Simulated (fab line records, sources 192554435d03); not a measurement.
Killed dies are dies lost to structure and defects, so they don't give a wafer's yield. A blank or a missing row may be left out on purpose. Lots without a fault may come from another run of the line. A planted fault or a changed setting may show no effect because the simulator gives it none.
fab line records | flow n5_finfet
record lots=7 wafers=21
route steps=1938 shown ZERO_LAYER@4 PMOS_HMC_CHANNEL_EPI@62 FIN_SAQP@108 DUMMY_GATE@220
start_h: hours from the record's first day to the start of the lot's first wafer shown | wait_h: hours since the lot's step before | " the same as in the row above | L1.1+2: a row that stands for several wafers | - no value, or no start given | * or withheld: withheld | < > ~ a bound
route shown NAME@n: a module of which the file shows steps, and the number in the route of the first | usual: mean/standard deviation of fault-free wafers | same: alike in all rows | chamber/n: place in a boat | sites: the reading at each site | _std_site: their standard deviation | _edge_site: outer sites' mean less inner sites' | radius_mm: how far each site lies from the wafer's centre | mask NAME#n: copy n | behind: the tool/chamber that last shaped the wafer | hold: why the lot was held/for how many hours/how that ended | device: the transistor (n, p or np) that didn't switch | end of line: the same wafers' tests at the end of the route | a step without rows: its recipe alone | killed: dies lost to structure and defects at the first sort, not the wafer's yield | map: a wafer's dies, x killed, . not, _ none there
set.NAME: the setting as run; set.NAME@STEP: as run at that earlier step | model.NAME: the simulator's own value behind a step, which no gauge read
lots whose settings were changed on purpose; a table a step, a row a wafer
## steps
# step N5_ZERO_LAYER_PECVD_02
# recipe material=SiO2 target_thk_a=100 temp_c=400 precursor=SiH4/N2O pressure_torr=0.75 rf_w=275 time_s=6
# columns lot.wafer tool chamber start_h wait_h set.time_s model.SiO2_of_ZERO_LAYER_PECVD_02.thk_nm
L076.1 pecvd-03 1 24.28 0.0 5.55 9.061
L076.4 " 1 " " 6 9.976
L076.5 " 0 " " 6 9.945
L077.1 pecvd-03 1 30.29 0.0 6.406 10.67
L077.2 " 2 " " 6.406 10.57
L077.4 " 1 " " 6 9.993
L079.3 pecvd-01 1 42.28 0.0 6 10.07
L079.4 " 0 " " 6.384 10.79
L079.5 " 2 " " 6.384 10.78
L089.2 pecvd-01 1 102.28 0.0 6 10.12
L089.3 " 0 " " 6.283 10.54
L089.6 " 2 " " 6.283 10.66
L090.1 pecvd-03 0 108.28 0.0 6 9.66
L090.4 " 1 " " 6 9.881
L090.5 " 2 " " 6.864 11.37
L091.3 pecvd-02 2 114.30 0.0 6 9.857
L091.5 " 2 " " 6 9.925
L091.6 " 1 " " 6 10.07
L093.1 pecvd-01 0 126.30 0.0 6 9.802
L093.2 " 2 " " 6.389 10.48
L093.3 " 1 " " 6 9.895
# step N5_ZERO_LAYER_COAT_05
# recipe spin_rpm=1500 resist_thk_nm=1000
# columns lot.wafer tool chamber start_h wait_h set.spin_rpm model.coat_of_ZERO_LAYER_COAT_05.thk_nm
L076.1 litho_track-02 0 - - 1606 963
L076.4 " 0 " " 1606 966
L076.5 " 0 " " 1500 999.4
L077.1 litho_track-04 0 - - 1359 1055
L077.2 " 0 " " 1500 999.5
L077.4 " 0 " " 1359 1048
L079.3+4 litho_track-02 0 - - 1500 1005
L079.5 " 0 " " 1500 1002
L089.2 litho_track-05 0 - - 1500 1003
L089.3 " 0 " " 1500 1000
L089.6 " 0 " " 1500 1002
L090.1 litho_track-02 0 - - 1647 955.1
L090.4 " 0 " " 1500 1003
L090.5 " 0 " " 1500 1002
L091.3 litho_track-02 0 - - 1500 999.1
L091.5 " 0 " " 1500 1001
L091.6 " 0 " " 1500 997.7
L093.1 litho_track-02 0 - - 1500 1005
L093.2 " 0 " " 1500 1004
L093.3 " 0 " " 1500 1000
# step N5_ZERO_LAYER_EBR_07
# recipe solvent=PGMEA ebr_width_mm=1.5
# step N5_ZERO_LAYER_SOFTBAKE_06
# recipe temp_c=100 time_s=90
# step N5_ZERO_LAYER_DESCUM_16
# recipe chemistry=O2 time_s=7.9 source_power_w=50 bias_power_w=20 pressure_mtorr=20 rf_frequency_hz=2.712e+07 temp_c=40 o2_flow_sccm=225
# step N5_ZERO_LAYER_ETCH_17
# recipe chemistry=CF4 target=SiO2 target_depth_a=120 time_s=13.3 ion_energy_ev=350 pressure_mtorr=40 source_w=450 bias_w=215 Ar_flow_sccm=100 cf4_flow_sccm=100
# columns lot.wafer tool chamber start_h wait_h set.spin_rpm@ZERO_LAYER_COAT_05 model.coat_of_ZERO_LAYER_COAT_05.thk_nm
L076.1 rie_diel-01 3 24.77 0.0 1606 933.3
L076.4 " 0 " " 1606 936.1
L076.5 " 3 " " 1500 969.8
L077.1 rie_diel-01 0 30.72 0.0 1359 1025
L077.2 " 1 " " 1500 969
L077.4 " 1 " " 1359 1017
L079.3 rie_diel-01 0 42.95 0.0 1500 974.8
L079.4 " 2 " " 1500 975.3
L079.5 " 0 " " 1500 972
L089.2 rie_diel-01 1 102.72 0.0 1500 972.8
L089.3 " 3 " " 1500 970.5
L089.6 " 0 " " 1500 972.5
L090.1 rie_diel-05 1 108.81 0.0 1647 925
L090.4 " 0 " " 1500 973.2
L090.5 " 3 " " 1500 972.4
L091.3 rie_diel-04 0 114.86 0.0 1500 969.4
L091.5 " 0 " " 1500 971.4
L091.6 " 3 " " 1500 967.8
L093.1 rie_diel-01 1 126.86 0.0 1500 974
L093.2 " 3 " " 1500 974.5
L093.3 " 2 " " 1500 969.9
# step N5_ZERO_LAYER_ETCH_18
# recipe chemistry=HBr/Cl2 target=Si target_depth_a=1200 time_s=40 pressure_mtorr=10 icp_w=800 bias_w=75 HBr_flow_sccm=150 Cl2_flow_sccm=80
# step N5_ZERO_LAYER_STRIP_24
# recipe chemistry=O2 power_w=1000 temp_c=250 overash_fraction=0.3 pressure_mtorr=1000 o2_flow_sccm=6750
# usual strip_time_to_endpoint_s=43.87/0.09
# columns lot.wafer tool chamber start_h wait_h set.spin_rpm@ZERO_LAYER_COAT_05 strip_time_to_endpoint_s
L076.1 plasma_asher-01 0 24.94 0.1 1606 42.72
L076.4 " 1 " " 1606 42.83
L076.5 " 0 " " 1500 43.81
L077.1 plasma_asher-01 1 30.90 0.1 1359 45.50
L077.2 " 0 " " 1500 43.82
L077.4 " 1 " " 1359 45.26
L079.3 plasma_asher-01 0 43.24 0.2 1500 43.96
L079.4 " 1 " " 1500 43.97
L079.5 " 0 " " 1500 43.87
L089.2 plasma_asher-02 0 103.17 0.3 1500 43.90
L089.3 " 0 " " 1500 43.86
L089.6 " 0 " " 1500 43.91
L090.1 plasma_asher-01 1 108.99 0.1 1647 42.51
L090.4 " 0 " " 1500 43.91
L090.5 " 0 " " 1500 43.89
L091.3 plasma_asher-02 0 115.05 0.1 1500 43.84
L091.5 " 1 " " 1500 43.85
L091.6 " 0 " " 1500 43.77
L093.1 plasma_asher-01 0 127.03 0.1 1500 43.97
L093.2 " 1 " " 1500 43.99
L093.3 " 0 " " 1500 43.83
# step N5_PMOS_HMC_CHANNEL_EPI_EXPOSE_06
# recipe mask_id=PMOS_HMC_BLK na=1.35 source_shape=conventional sigma_outer=0.8 polarization=unpolarized target_cd_nm=240 dose_mj=41
# columns lot.wafer tool chamber start_h wait_h mask set.dose_mj
L076.1 arfi_scanner-03 0 28.91 - PMOS_HMC_BLK#0 44.06
L076.4+5 " 0 " " PMOS_HMC_BLK#0 41
L077.1+2+4 arfi_scanner-03 0 34.93 - PMOS_HMC_BLK#0 39.3
L079.3+4+5 arfi_scanner-02 0 47.20 - PMOS_HMC_BLK#0 41
L089.2+3 arfi_scanner-01 0 107.43 - PMOS_HMC_BLK#0 41
L089.6 " 0 " " PMOS_HMC_BLK#0 42.14
L090.1+4+5 arfi_scanner-01 0 112.94 - PMOS_HMC_BLK#0 41
L091.3+5+6 arfi_scanner-01 0 119.43 - PMOS_HMC_BLK#0 41
L093.1+2 arfi_scanner-03 0 131.01 - PMOS_HMC_BLK#0 43.48
L093.3 " 0 " " PMOS_HMC_BLK#0 41
# step N5_PMOS_HMC_CHANNEL_EPI_DEVELOP_08
# recipe develop_time_s=30 developer=TMAH resist=CAR-ArF-block dev_temp_c=23 rinse_liquid=diw dry=air_spin
# columns lot.wafer tool chamber start_h wait_h set.develop_time_s
L076.1+4+5 litho_track-05 0 - - 30
L077.1+2+4 litho_track-02 0 - - 30
L079.3+4+5 litho_track-01 0 - - 32.32
L089.2+6 litho_track-01 0 - - 30
L089.3 " 0 " " 32.8
L090.1+4+5 litho_track-01 0 - - 24.73
L091.3+5+6 litho_track-02 0 - - 30
L093.1+2 litho_track-02 0 - - 27.64
L093.3 " 0 " " 30
# step N5_PMOS_HMC_CHANNEL_EPI_CD_MEAS_09
# recipe target_cd_nm=237.4 landing_energy_ev=500 detector=se_inlens
# usual cd_nm=238.1/0.88
# columns lot.wafer tool chamber start_h wait_h set.dose_mj@PMOS_HMC_CHANNEL_EPI_EXPOSE_06 cd_nm
L076.1 cd_sem-03 0 29.04 - 44.06 243.7
L076.4 " 0 " " 41 237.3
L076.5 " 0 " " 41 237.4
L077.1 cd_sem-02 0 35.05 - 39.3 233.8
L077.2 " 0 " " 39.3 235.5
L077.4 " 0 " " 39.3 233.5
L079.3 cd_sem-01 0 47.31 - 41 239.4
L079.4 " 0 " " 41 239.3
L079.5 " 0 " " 41 240.4
L089.2 cd_sem-01 0 107.55 - 41 238.9
L089.3 " 0 " " 41 238.5
L089.6 " 0 " " 42.14 240.8
L090.1 cd_sem-03 0 113.07 - 41 237.2
L090.4 " 0 " " 41 236.7
L090.5 " 0 " " 41 238.3
L091.3 cd_sem-01 0 119.55 - 41 238.6
L091.5 " 0 " " 41 238.1
L091.6 " 0 " " 41 237.6
L093.1 cd_sem-01 0 131.14 - 43.48 240.6
L093.2 " 0 " " 43.48 241.1
L093.3 " 0 " " 41 236.4
# step N5_PMOS_HMC_CHANNEL_EPI_DESCUM_14
# recipe chemistry=O2 time_s=7.9 source_power_w=50 bias_power_w=20 pressure_mtorr=20 rf_frequency_hz=2.712e+07 temp_c=40 resist=CAR-ArF-block o2_flow_sccm=225
# columns lot.wafer tool chamber start_h wait_h set.dose_mj@PMOS_HMC_CHANNEL_EPI_EXPOSE_06 model.PMOS_HMC_CHANNEL_EPI.cd_nm
L076.1 rie_diel-05 2 29.32 0.2 44.06 243.3
L076.4 " 0 " " 41 237
L076.5 " 2 " " 41 237.2
L077.1 rie_diel-04 3 35.15 0.0 39.3 233.5
L077.2 " 0 " " 39.3 235.7
L077.4 " 2 " " 39.3 233.6
L079.3 rie_diel-05 1 47.40 0.0 41 239.6
L079.4 " 2 " " 41 239.5
L079.5 " 3 " " 41 240.2
L089.2 rie_diel-05 1 107.68 0.1 41 239.1
L089.3 " 3 " " 41 238.7
L089.6 " 1 " " 42.14 240.6
L090.1 rie_diel-04 3 113.16 0.0 41 237.4
L090.4 " 1 " " 41 237.1
L090.5 " 3 " " 41 238.2
L091.3 rie_diel-05 0 119.97 0.4 41 238.8
L091.5 " 3 " " 41 238
L091.6 " 0 " " 41 238.1
L093.1 rie_diel-05 0 131.23 0.0 43.48 241
L093.2 " 3 " " 43.48 241.2
L093.3 " 2 " " 41 236
# step N5_PMOS_HMC_CHANNEL_EPI_ETCH_32
# recipe chemistry=N2/H2 target=BARC stop_on=SiO2 target_depth_a=858 over_etch_frac=0.3 time_s=50.3 ion_energy_ev=200 mask_material=CAR-ArF-block pressure_mtorr=30 source_w=840 bias_w=150 n2_flow_sccm=200 h2_flow_sccm=200
# columns lot.wafer tool chamber start_h wait_h set.dose_mj@PMOS_HMC_CHANNEL_EPI_EXPOSE_06 model.PMOS_HMC_CHANNEL_EPI.cd_nm
L076.1 rie_diel-05 2 29.35 0.0 44.06 245.4
L076.4 " 0 " " 41 239.6
L076.5 " 2 " " 41 239.5
L077.1 rie_diel-04 3 35.18 0.0 39.3 236.2
L077.2 " 0 " " 39.3 237.4
L077.4 " 2 " " 39.3 235.5
L079.3+4 rie_diel-05 1,2 47.43 0.0 41 241.2
L079.5 " 3 " " 41 242.4
L089.2 rie_diel-05 1 107.71 0.0 41 241.5
L089.3 " 3 " " 41 242.5
L089.6 " 1 " " 42.14 243.5
L090.1 rie_diel-04 3 113.19 0.0 41 240.7
L090.4 " 1 " " 41 240.9
L090.5 " 3 " " 41 241.9
L091.3 rie_diel-05 0 120.00 0.0 41 241.4
L091.5 " 3 " " 41 241.8
L091.6 " 0 " " 41 240.3
L093.1 rie_diel-05 0 131.26 0.0 43.48 243
L093.2 " 3 " " 43.48 244.5
L093.3 " 2 " " 41 237.9
# step N5_PMOS_HMC_CHANNEL_EPI_HM_OPEN_15
# recipe chemistry=CHF3/O2 target=SiO2 mask_material=CAR-ArF-block target_depth_a=406 CHF3_flow_sccm=50 O2_flow_sccm=5 Ar_flow_sccm=200 time_s=20.3 pressure_mtorr=30 source_w=650 bias_w=170 ion_energy_ev=200
# step N5_PMOS_HMC_CHANNEL_EPI_STRIP_33
# recipe chemistry=N2/H2 power_w=500 temp_c=40 pressure_mtorr=50 rf_frequency_hz=6e+07 overash_fraction=0.3 bias_power_w=8 h2_frac=0.5 n2_flow_sccm=300 h2_flow_sccm=300
# step N5_PMOS_HMC_CHANNEL_EPI_STRIP_17
# recipe chemistry=SPM time_s=750 temp_c=130 h2so4_h2o2_vol_ratio=4 dry=ipa_marangoni
# step N5_PMOS_HMC_CHANNEL_EPI_ETCH_38
# recipe chemistry=CF4 target=SiO2 target_depth_a=15 ion_energy_ev=350 pressure_mtorr=10 icp_w=800 bias_w=400 cf4_flow_sccm=80
# step N5_PMOS_HMC_CHANNEL_EPI_FIN_RECESS_16
# recipe chemistry=HBr/Cl2 target=Si mask_material=SiO2 target_depth_a=540 time_s=18 pressure_mtorr=10 icp_w=800 bias_w=75 HBr_flow_sccm=150 Cl2_flow_sccm=80
# columns lot.wafer tool chamber start_h wait_h set.dose_mj@PMOS_HMC_CHANNEL_EPI_EXPOSE_06 model.PMOS_HMC_CHANNEL_EPI.cd_nm
L076.1 rie_si-05 1 29.77 0.0 44.06 245.5
L076.4 " 0 " " 41 239.7
L076.5 " 2 " " 41 239.5
L077.1 rie_si-03 3 35.60 0.0 39.3 236.3
L077.2 " 0 " " 39.3 237.6
L077.4 " 2 " " 39.3 235.6
L079.3+4 rie_si-03 1,0 47.86 0.0 41 241.2
L079.5 " 2 " " 41 242.6
L089.2 rie_si-04 0 108.13 0.0 41 241.4
L089.3 " 3 " " 41 242.4
L089.6 " 0 " " 42.14 243.4
L090.1 rie_si-04 0 113.62 0.0 41 240.8
L090.4 " 2 " " 41 240.9
L090.5 " 0 " " 41 242
L091.3 rie_si-05 3 120.44 0.0 41 241.4
L091.5 " 1 " " 41 242
L091.6 " 0 " " 41 240.4
L093.1 rie_si-03 3 131.68 0.0 43.48 243.1
L093.2 " 1 " " 43.48 244.6
L093.3 " 2 " " 41 238
# step N5_FIN_SAQP_EXPOSE_13
# recipe mask_id=FIN_CORE na=1.35 source_shape=dipole sigma_inner=0.538 sigma_outer=0.738 polarization=te target_cd_nm=35.6 dose_mj=63.25
# columns lot.wafer tool chamber start_h wait_h mask set.dose_mj
L076.1+4+5 arfi_scanner-01 0 34.14 - FIN_CORE#0 63.25
L077.1+4 arfi_scanner-01 0 42.00 - FIN_CORE#0 63.25
L077.2 " 0 " " FIN_CORE#0 65.72
L079.3 arfi_scanner-02 0 52.13 - FIN_CORE#0 63.25
L079.4+5 " 0 " " FIN_CORE#0 58.98
L089.2+3 arfi_scanner-02 0 111.61 - FIN_CORE#0 58.58
L089.6 " 0 " " FIN_CORE#0 63.25
L090.1+5 arfi_scanner-01 0 117.52 - FIN_CORE#0 59.56
L090.4 " 0 " " FIN_CORE#0 63.25
L091.3+5+6 arfi_scanner-03 0 124.71 - FIN_CORE#0 63.25
L093.1+3 arfi_scanner-01 0 135.77 - FIN_CORE#0 63.25
L093.2 " 0 " " FIN_CORE#0 64.96
# step N5_FIN_SAQP_PEB_14
# recipe peb_temp_c=withheld peb_time_s=60 resist=CAR-ArF
# step N5_FIN_SAQP_DEVELOP_15
# recipe develop_time_s=30 developer=TMAH resist=CAR-ArF dev_temp_c=23 rinse_liquid=diw dry=air_spin
# step N5_FIN_SAQP_CD_MEAS_16
# recipe target_cd_nm=35.6 landing_energy_ev=500 detector=se_inlens
# usual cd_nm=35.6/0.34
# columns lot.wafer tool chamber start_h wait_h set.dose_mj@FIN_SAQP_EXPOSE_13 cd_nm
L076.1 cd_sem-01 0 34.27 - 63.25 36.1
L076.4 " 0 " " 63.25 36.2
L076.5 " 0 " " 63.25 35.7
L077.1 cd_sem-01 0 42.13 - 63.25 35.2
L077.2 " 0 " " 65.72 34.5
L077.4 " 0 " " 63.25 35.3
L079.3 cd_sem-02 0 52.25 - 63.25 35.4
L079.4 " 0 " " 58.98 36.9
L079.5 " 0 " " 58.98 37.3
L089.2 cd_sem-02 0 111.73 - 58.58 37.5
L089.3 " 0 " " 58.58 37.5
L089.6 " 0 " " 63.25 35.5
L090.1 cd_sem-01 0 117.64 - 59.56 37.0
L090.4 " 0 " " 63.25 35.5
L090.5 " 0 " " 59.56 36.3
L091.3 cd_sem-01 0 124.83 - 63.25 35.5
L091.5 " 0 " " 63.25 35.4
L091.6 " 0 " " 63.25 35.9
L093.1 cd_sem-02 0 135.90 - 63.25 35.7
L093.2 " 0 " " 64.96 35.3
L093.3 " 0 " " 63.25 35.7
# step N5_FIN_SAQP_ETCH_52
# recipe chemistry=N2/H2 target=SOC target_depth_a=1000 overetch_a=200 mask_material=SiARC temp_c=40 time_s=150 ion_energy_ev=200 pressure_mtorr=30 source_w=840 bias_w=150 n2_flow_sccm=200 h2_flow_sccm=200 ends=end_point
# usual rf_vpp_V=523.4/2.8
# columns lot.wafer tool chamber start_h wait_h set.source_w rf_vpp_V
L076.1 rie_diel-06 2 34.56 0.0 840 526.5
L076.4 " 1 " " 840 526.3
L076.5 " 2 " " 840 525.8
L077.1 rie_diel-02 3 42.32 0.0 703.5 553.5
L077.2 " 1 " " 840 522.8
L077.4 " 2 " " 840 522.8
L079.3 rie_diel-02 3 52.44 0.0 840 520.8
L079.4 " 1 " " 840 525.8
L079.5 " 2 " " 720.3 549.4
L089.2 rie_diel-02 0 112.01 0.0 984.8 493.2
L089.3 " 3 " " 840 519.9
L089.6 " 0 " " 840 520.6
L090.1 rie_diel-03 0 117.84 0.0 840 524.2
L090.4 " 1 " " 840 525.7
L090.5 " 1 " " 903.8 515.6
L091.3 rie_diel-03 2 125.01 0.0 840 520.8
L091.5 " 0 " " 840 524.9
L091.6 " 1 " " 840 527.2
L093.1 rie_diel-03 3 136.09 0.0 963.6 496.0
L093.2 " 1 " " 963.6 503.2
L093.3 " 0 " " 963.6 499.3
# step N5_DUMMY_GATE_HM_DEP_06
# recipe material=SiNx target_thk_a=800 precursor=DCS/NH3 temp_c=700 pressure_mtorr=300 time_s=5141
# columns lot.wafer tool chamber start_h wait_h set.time_s model.SiNx_of_DUMMY_GATE_HM_DEP_06.thk_nm
L076.1+4+5 - - - 0.0 5512 85.4
L077.1 - - - 0.0 5141 80.2
L077.2 " - " " 5141 80.6
L077.4 " - " " 5141 79.8
L079.3+4 - - - 0.0 5453 85.4
L079.5 " - " " 5453 86
L089.2 - - - 0.0 4643 71.2
L089.3 " - " " 4643 70.6
L089.6 " - " " 4643 71.4
L090.1+5 - - - 0.0 5141 81.2
L090.4 " - " " 5141 81.8
L091.3 lpcvd-01 0/50 144.66 0.0 5141 80.6
L091.5 " 0/59 " " 5141 79.6
L091.6 " 0/64 " " 5141 79.8
L093.1 - - - 0.0 5141 78.8
L093.2 " - " " 5141 79.6
L093.3 " - " " 5141 79.4
## key
split step=N5_ZERO_LAYER_PECVD_02 setting=time_s stated=6 by=wafer
response step=N5_ZERO_LAYER_PECVD_02 reading=model.SiO2_of_ZERO_LAYER_PECVD_02.thk_nm change=+0.108 per=1% r=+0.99
split step=N5_ZERO_LAYER_COAT_05 setting=spin_rpm stated=1500 by=wafer
response step=N5_ZERO_LAYER_COAT_05 reading=model.coat_of_ZERO_LAYER_COAT_05.thk_nm change=-5.11 per=1% r=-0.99
response step=N5_ZERO_LAYER_ETCH_17 reading=model.coat_of_ZERO_LAYER_COAT_05.thk_nm change=-5.15 per=1% r=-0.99
response step=N5_ZERO_LAYER_STRIP_24 reading=strip_time_to_endpoint_s change=* per=1% r=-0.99
split step=N5_PMOS_HMC_CHANNEL_EPI_EXPOSE_06 setting=dose_mj stated=41 by=wafer
response step=N5_PMOS_HMC_CHANNEL_EPI_CD_MEAS_09 reading=cd_nm change=+0.802 per=1% r=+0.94
response step=N5_PMOS_HMC_CHANNEL_EPI_DESCUM_14 reading=model.PMOS_HMC_CHANNEL_EPI.cd_nm change=+0.82 per=1% r=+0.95
response step=N5_PMOS_HMC_CHANNEL_EPI_ETCH_32 reading=model.PMOS_HMC_CHANNEL_EPI.cd_nm change=+0.829 per=1% r=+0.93
response step=N5_PMOS_HMC_CHANNEL_EPI_FIN_RECESS_16 reading=model.PMOS_HMC_CHANNEL_EPI.cd_nm change=+0.836 per=1% r=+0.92
split step=N5_PMOS_HMC_CHANNEL_EPI_DEVELOP_08 setting=develop_time_s stated=30 by=wafer
response none clear
split step=N5_FIN_SAQP_EXPOSE_13 setting=dose_mj stated=63.25 by=wafer
response step=N5_FIN_SAQP_CD_MEAS_16 reading=cd_nm change=-0.239 per=1% r=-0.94
split step=N5_FIN_SAQP_ETCH_52 setting=source_w stated=840 by=wafer
response step=N5_FIN_SAQP_ETCH_52 reading=rf_vpp_V change=-1.71 per=1% r=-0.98
split step=N5_DUMMY_GATE_HM_DEP_06 setting=time_s stated=5141 by=lot
response step=N5_DUMMY_GATE_HM_DEP_06 reading=model.SiNx_of_DUMMY_GATE_HM_DEP_06.thk_nm change=+0.873 per=1% r=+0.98
